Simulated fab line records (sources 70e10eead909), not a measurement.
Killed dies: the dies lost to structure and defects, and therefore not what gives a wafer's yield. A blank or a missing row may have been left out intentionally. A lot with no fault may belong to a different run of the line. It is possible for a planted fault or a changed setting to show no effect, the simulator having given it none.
What tool caused it? || flow nand-harc || 13 lots, 39 wafers sampled, at 6 steps of a route of 1302

WHAT EACH GAUGE READ, for each wafer
NHARC_A_ONON_D2_THK_MEAS_05: measures by ellipsometry.
{"lot": "L614", "measured": "day 12 10:27", "on": "film-metro-02", "thk-nm (nm)": "983 984 985"}
{"lot": "L615", "measured": "day 12 17:40", "on": "film-metro-02", "thk-nm (nm)": "1006 1005 1003"}
{"lot": "L616", "measured": "day 13 09:29", "on": "film-metro-01", "thk-nm (nm)": "994 992 993"}
{"lot": "L624", "measured": "day 16 06:53", "on": "film-metro-02", "thk-nm (nm)": "1014 1015 1015"}
{"lot": "L625", "measured": "day 17 01:17", "on": "film-metro-01", "thk-nm (nm)": "989 987 990"}
{"lot": "L628", "measured": "day 18 06:44", "on": "film-metro-02", "thk-nm (nm)": "1001 1002 1001"}
{"lot": "L627", "measured": "day 18 06:58", "on": "film-metro-02", "thk-nm (nm)": "974 974 974"}
{"lot": "L630", "measured": "day 19 07:05", "on": "film-metro-02", "thk-nm (nm)": "1003 1000 1001"}
{"lot": "L633", "measured": "day 20 11:01", "on": "film-metro-02", "thk-nm (nm)": "1007 1005 1006"}
{"lot": "L634", "measured": "day 21 01:31", "on": "film-metro-02", "thk-nm (nm)": "1000 1002 1000"}
{"lot": "L635", "measured": "day 21 05:54", "on": "film-metro-02", "thk-nm (nm)": "1001 1002 1002"}
{"lot": "L636", "measured": "day 21 05:53", "on": "film-metro-01", "thk-nm (nm)": "997 997 998"}
{"lot": "L637", "measured": "day 22 12:50", "on": "film-metro-02", "thk-nm (nm)": "1006 1005 1004"}

NHARC_A_ONON_D2_THK_MEAS_14: measures by ellipsometry.
{"lot": "L614", "measured": "day 12 12:08", "on": "film-metro-01", "thk-nm (nm)": "1000 999 1000"}
{"lot": "L615", "measured": "day 12 19:22", "on": "film-metro-01", "thk-nm (nm)": "1010 1009 1009"}
{"lot": "L616", "measured": "day 13 11:13", "on": "film-metro-01", "thk-nm (nm)": "993 994 994"}
{"lot": "L624", "measured": "day 16 08:35", "on": "film-metro-01", "thk-nm (nm)": "998 995 996"}
{"lot": "L625", "measured": "day 17 03:00", "on": "film-metro-01", "thk-nm (nm)": "1000 998 997"}
{"lot": "L628", "measured": "day 18 08:26", "on": "film-metro-02", "thk-nm (nm)": "1008 1006 1007"}
{"lot": "L627", "measured": "day 18 08:40", "on": "film-metro-02", "thk-nm (nm)": "986 987 983"}
{"lot": "L630", "measured": "day 19 08:47", "on": "film-metro-02", "thk-nm (nm)": "1016 1016 1015"}
{"lot": "L633", "measured": "day 20 12:43", "on": "film-metro-02", "thk-nm (nm)": "1001 1001 1002"}
{"lot": "L634", "measured": "day 21 03:13", "on": "film-metro-01", "thk-nm (nm)": "1001 1001 1001"}
{"lot": "L635", "measured": "day 21 07:38", "on": "film-metro-01", "thk-nm (nm)": "1023 1023 1022"}
{"lot": "L636", "measured": "day 21 07:36", "on": "film-metro-02", "thk-nm (nm)": "995 995 994"}
{"lot": "L637", "measured": "day 22 14:32", "on": "film-metro-01", "thk-nm (nm)": "1003 1003 1003"}

NHARC_A_ONON_D2_THK_MEAS_30: measures by ellipsometry.
{"lot": "L614", "measured": "day 12 22:01", "on": "film-metro-02", "thk-nm (nm)": "993 993 995"}
{"lot": "L615", "measured": "day 13 05:00", "on": "film-metro-02", "thk-nm (nm)": "992 991 992"}
{"lot": "L616", "measured": "day 13 20:52", "on": "film-metro-02", "thk-nm (nm)": "978 980 980"}
{"lot": "L624", "measured": "day 16 18:13", "on": "film-metro-01", "thk-nm (nm)": "887 887 885"}
{"lot": "L625", "measured": "day 17 12:39", "on": "film-metro-01", "thk-nm (nm)": "915 915 915"}
{"lot": "L628", "measured": "day 18 18:39", "on": "film-metro-01", "thk-nm (nm)": "1009 1010 1008"}
{"lot": "L627", "measured": "day 18 18:41", "on": "film-metro-01", "thk-nm (nm)": "1015 1014 1014"}
{"lot": "L630", "measured": "day 19 18:27", "on": "film-metro-02", "thk-nm (nm)": "1005 1007 1004"}
{"lot": "L633", "measured": "day 20 22:22", "on": "film-metro-01", "thk-nm (nm)": "975 974 976"}
{"lot": "L634", "measured": "day 21 13:34", "on": "film-metro-02", "thk-nm (nm)": "995 996 993"}
{"lot": "L635", "measured": "day 21 17:15", "on": "film-metro-01", "thk-nm (nm)": "997 996 997"}
{"lot": "L636", "measured": "day 21 17:14", "on": "film-metro-02", "thk-nm (nm)": "995 995 995"}
{"lot": "L637", "measured": "day 23 03:40", "on": "film-metro-01", "thk-nm (nm)": "1004 1005 1005"}

NHARC_END_SORT_01.
{"lot": "L624", "measured": "day 28 23:00", "on": "prober-01", "killed-at-array": "51 38 31", "killed-at-other": "0 0 0", "killed-at-periphery": "1 4 6", "killed-dies": "52 42 37", "killed-open": "0 5 8", "killed-short": "1 1 3"}
{"lot": "L628", "measured": "day 30 02:45", "on": "prober-01", "killed-at-array": "59 70 91", "killed-at-other": "0 2 3", "killed-at-periphery": "4 2 4", "killed-dies": "63 74 98", "killed-open": "3 2 4", "killed-short": "1 2 2"}
{"lot": "L633", "measured": "day 32 20:59", "on": "prober-02", "killed-at-array": "43 50 40", "killed-at-other": "2 2 1", "killed-at-periphery": "8 3 6", "killed-dies": "53 55 47", "killed-open": "3 0 4", "killed-short": "5 1 2"}

WHAT TOOL EACH LOT RAN ON (gives the tool, then ch and the chambers of the sampled wafers, and finally the start)
{"lot": "L614", "NHARC_A_CHANNEL_FILL_D1_ETCHBACK_08": "rie-diel-06 ch 1,3, day 12 10:27 or earlier", "NHARC_A_ONON_D2_DEP_28": "pecvd-onon-01 ch 0, day 12 21:31"}
{"lot": "L615", "NHARC_A_CHANNEL_FILL_D1_ETCHBACK_08": "rie-diel-08 ch 0,1,2, day 12 17:40 or earlier", "NHARC_A_ONON_D2_DEP_28": "pecvd-onon-03 ch 0, day 13 04:37"}
{"lot": "L616", "NHARC_A_CHANNEL_FILL_D1_ETCHBACK_08": "rie-diel-08 ch 1,2,3, day 13 09:29 or earlier", "NHARC_A_ONON_D2_DEP_28": "pecvd-onon-04 ch 0, day 13 20:29"}
{"lot": "L624", "NHARC_A_CHANNEL_FILL_D1_ETCHBACK_08": "rie-diel-06 ch 1,3, day 16 06:53 or earlier", "NHARC_A_ONON_D2_DEP_28": "pecvd-onon-04 ch 0, day 16 17:46"}
{"lot": "L625", "NHARC_A_CHANNEL_FILL_D1_ETCHBACK_08": "rie-diel-08 ch 0,2,3, day 17 01:17 or earlier", "NHARC_A_ONON_D2_DEP_28": "pecvd-onon-04 ch 0, day 17 12:09"}
{"lot": "L628", "NHARC_A_CHANNEL_FILL_D1_ETCHBACK_08": "rie-diel-07 ch 0,1, day 18 06:44 or earlier", "NHARC_A_ONON_D2_DEP_28": "pecvd-onon-03 ch 0, day 18 18:12"}
{"lot": "L627", "NHARC_A_CHANNEL_FILL_D1_ETCHBACK_08": "rie-diel-07 ch 0,2,3, day 18 06:58 or earlier", "NHARC_A_ONON_D2_DEP_28": "pecvd-onon-01 ch 0, day 18 18:10"}
{"lot": "L630", "NHARC_A_CHANNEL_FILL_D1_ETCHBACK_08": "rie-diel-06 ch 0,1,2, day 19 07:05 or earlier", "NHARC_A_ONON_D2_DEP_28": "pecvd-onon-03 ch 0, day 19 17:56"}
{"lot": "L633", "NHARC_A_CHANNEL_FILL_D1_ETCHBACK_08": "rie-diel-07 ch 0,1,2, day 20 11:01 or earlier", "NHARC_A_ONON_D2_DEP_28": "pecvd-onon-03 ch 0, day 20 21:50"}
{"lot": "L634", "NHARC_A_CHANNEL_FILL_D1_ETCHBACK_08": "rie-diel-07 ch 0,2,3, day 21 01:31 or earlier", "NHARC_A_ONON_D2_DEP_28": "pecvd-onon-01 ch 0, day 21 13:04"}
{"lot": "L635", "NHARC_A_CHANNEL_FILL_D1_ETCHBACK_08": "rie-diel-08 ch 0,2,3, day 21 05:54 or earlier", "NHARC_A_ONON_D2_DEP_28": "pecvd-onon-01 ch 0, day 21 16:44"}
{"lot": "L636", "NHARC_A_CHANNEL_FILL_D1_ETCHBACK_08": "rie-diel-06 ch 0,1, day 21 05:53 or earlier", "NHARC_A_ONON_D2_DEP_28": "pecvd-onon-03 ch 0, day 21 16:50"}
{"lot": "L637", "NHARC_A_CHANNEL_FILL_D1_ETCHBACK_08": "rie-diel-08 ch 0,2,3, day 22 12:50 or earlier", "NHARC_A_ONON_D2_DEP_28": "pecvd-onon-04 ch 0, day 23 03:10"}
- NHARC_A_CHANNEL_FILL_D1_ETCHBACK_08: etches the open film in C4F8, target depth 220 nm, time 110 s.
- NHARC_A_ONON_D2_DEP_28: target thk 1000 nm.

WHAT THE TOOLS THEMSELVES READ (means of the sampled wafers that have a number; where no wafer has one, the mark that the record gives instead)
NHARC_A_CHANNEL_FILL_D1_ETCHBACK_08.
{"lot": "L614", "tool": "rie-diel-06", "chamber-pressure-mTorr (mTorr)": 24.990, "oes-product-au (a.u.)": 1.01, "rf-vpp-V (V)": 443.5}
{"lot": "L615", "tool": "rie-diel-08", "chamber-pressure-mTorr (mTorr)": 25.008, "oes-product-au (a.u.)": 0.92, "rf-vpp-V (V)": 440.8}
{"lot": "L616", "tool": "rie-diel-08", "chamber-pressure-mTorr (mTorr)": 25.004, "oes-product-au (a.u.)": 0.99, "rf-vpp-V (V)": 439.8}
{"lot": "L624", "tool": "rie-diel-06", "chamber-pressure-mTorr (mTorr)": 25.015, "oes-product-au (a.u.)": 1.00, "rf-vpp-V (V)": 442.3}
{"lot": "L625", "tool": "rie-diel-08", "chamber-pressure-mTorr (mTorr)": 25.028, "oes-product-au (a.u.)": 0.92, "rf-vpp-V (V)": 438.0}
{"lot": "L628", "tool": "rie-diel-07", "chamber-pressure-mTorr (mTorr)": 25.008, "oes-product-au (a.u.)": 1.00, "rf-vpp-V (V)": 444.0}
{"lot": "L627", "tool": "rie-diel-07", "chamber-pressure-mTorr (mTorr)": 25.016, "oes-product-au (a.u.)": 1.00, "rf-vpp-V (V)": 442.4}
{"lot": "L630", "tool": "rie-diel-06", "chamber-pressure-mTorr (mTorr)": 24.992, "oes-product-au (a.u.)": 0.93, "rf-vpp-V (V)": 442.9}
{"lot": "L633", "tool": "rie-diel-07", "chamber-pressure-mTorr (mTorr)": 24.996, "oes-product-au (a.u.)": 0.92, "rf-vpp-V (V)": 442.6}
{"lot": "L634", "tool": "rie-diel-07", "chamber-pressure-mTorr (mTorr)": 24.985, "oes-product-au (a.u.)": 0.98, "rf-vpp-V (V)": 441.9}
{"lot": "L635", "tool": "rie-diel-08", "chamber-pressure-mTorr (mTorr)": 24.989, "oes-product-au (a.u.)": 1.00, "rf-vpp-V (V)": 438.3}
{"lot": "L636", "tool": "rie-diel-06", "chamber-pressure-mTorr (mTorr)": 25.000, "oes-product-au (a.u.)": 0.93, "rf-vpp-V (V)": 442.3}
{"lot": "L637", "tool": "rie-diel-08", "chamber-pressure-mTorr (mTorr)": 25.016, "oes-product-au (a.u.)": 0.92, "rf-vpp-V (V)": 438.8}

NHARC_A_ONON_D2_DEP_28.
{"lot": "L614", "tool": "pecvd-onon-01", "n2-flow-sccm (sccm)": 2758, "n2o-flow-sccm (sccm)": 2004, "nh3-flow-sccm (sccm)": 499.0}
{"lot": "L615", "tool": "pecvd-onon-03", "n2-flow-sccm (sccm)": 2750, "n2o-flow-sccm (sccm)": 2002, "nh3-flow-sccm (sccm)": 500.8}
{"lot": "L616", "tool": "pecvd-onon-04", "n2-flow-sccm (sccm)": 2748, "n2o-flow-sccm (sccm)": 1996, "nh3-flow-sccm (sccm)": 500.9}
{"lot": "L624", "tool": "pecvd-onon-04", "n2-flow-sccm (sccm)": 2752, "n2o-flow-sccm (sccm)": 1997, "nh3-flow-sccm (sccm)": 501.1}
{"lot": "L625", "tool": "pecvd-onon-04", "n2-flow-sccm (sccm)": 2753, "n2o-flow-sccm (sccm)": 2001, "nh3-flow-sccm (sccm)": 499.7}
{"lot": "L628", "tool": "pecvd-onon-03", "n2-flow-sccm (sccm)": 2747, "n2o-flow-sccm (sccm)": 2000, "nh3-flow-sccm (sccm)": 499.8}
{"lot": "L627", "tool": "pecvd-onon-01", "n2-flow-sccm (sccm)": 2742, "n2o-flow-sccm (sccm)": 2002, "nh3-flow-sccm (sccm)": 499.0}
{"lot": "L630", "tool": "pecvd-onon-03", "n2-flow-sccm (sccm)": 2741, "n2o-flow-sccm (sccm)": 1999, "nh3-flow-sccm (sccm)": 500.7}
{"lot": "L633", "tool": "pecvd-onon-03", "n2-flow-sccm (sccm)": 2754, "n2o-flow-sccm (sccm)": 2001, "nh3-flow-sccm (sccm)": 500.7}
{"lot": "L634", "tool": "pecvd-onon-01", "n2-flow-sccm (sccm)": 2745, "n2o-flow-sccm (sccm)": 2002, "nh3-flow-sccm (sccm)": 499.4}
{"lot": "L635", "tool": "pecvd-onon-01", "n2-flow-sccm (sccm)": 2750, "n2o-flow-sccm (sccm)": 1995, "nh3-flow-sccm (sccm)": 500.8}
{"lot": "L636", "tool": "pecvd-onon-03", "n2-flow-sccm (sccm)": 2754, "n2o-flow-sccm (sccm)": 2000, "nh3-flow-sccm (sccm)": 499.3}
{"lot": "L637", "tool": "pecvd-onon-04", "n2-flow-sccm (sccm)": 2757, "n2o-flow-sccm (sccm)": 2010, "nh3-flow-sccm (sccm)": 499.1}

THE ANSWER, worked out from the rows above alone
Rule: the usual values come from the lots themselves. The widest of any qualifying gaps counts: lots, ordered by their means at a reading, are off when they make up no more than a third of the lots, leave a main group of 4 or more, and stand apart from it by 3 or more times the standard deviation of that group's means. A main group whose means are all the same, to the digits that the tables above print for the reading, isn't used. Also off: a lot with no number at a reading for which 4 or more lots have one. Any other lot the step has rows for is counted as sound. After the gauges, taken in route order, come the tools' own readings; for these a lot's mean is taken, as printed above. The first step at which some lot is off is used, and at that step the reading that is off furthest; a lot without a number counts as furthest.
Off: L624, L625, at NHARC_A_ONON_D2_THK_MEAS_30 (thk-nm). Main group: mean 996 nm, sd 11.
A tool fits if, at a process step before that reading, it ran every lot that is off, and no sound lot after the first of them. Gauges at NHARC_A_ONON_D2_THK_MEAS_30: tried the same way as those tools. Because NHARC_A_CHANNEL_FILL_D1_ETCHBACK_08 lacks a start for some lots, the hours and order of its lots are taken from NHARC_A_ONON_D2_THK_MEAS_05. None of those tried fits.

WHAT THE SIMULATOR HAD INSERTED
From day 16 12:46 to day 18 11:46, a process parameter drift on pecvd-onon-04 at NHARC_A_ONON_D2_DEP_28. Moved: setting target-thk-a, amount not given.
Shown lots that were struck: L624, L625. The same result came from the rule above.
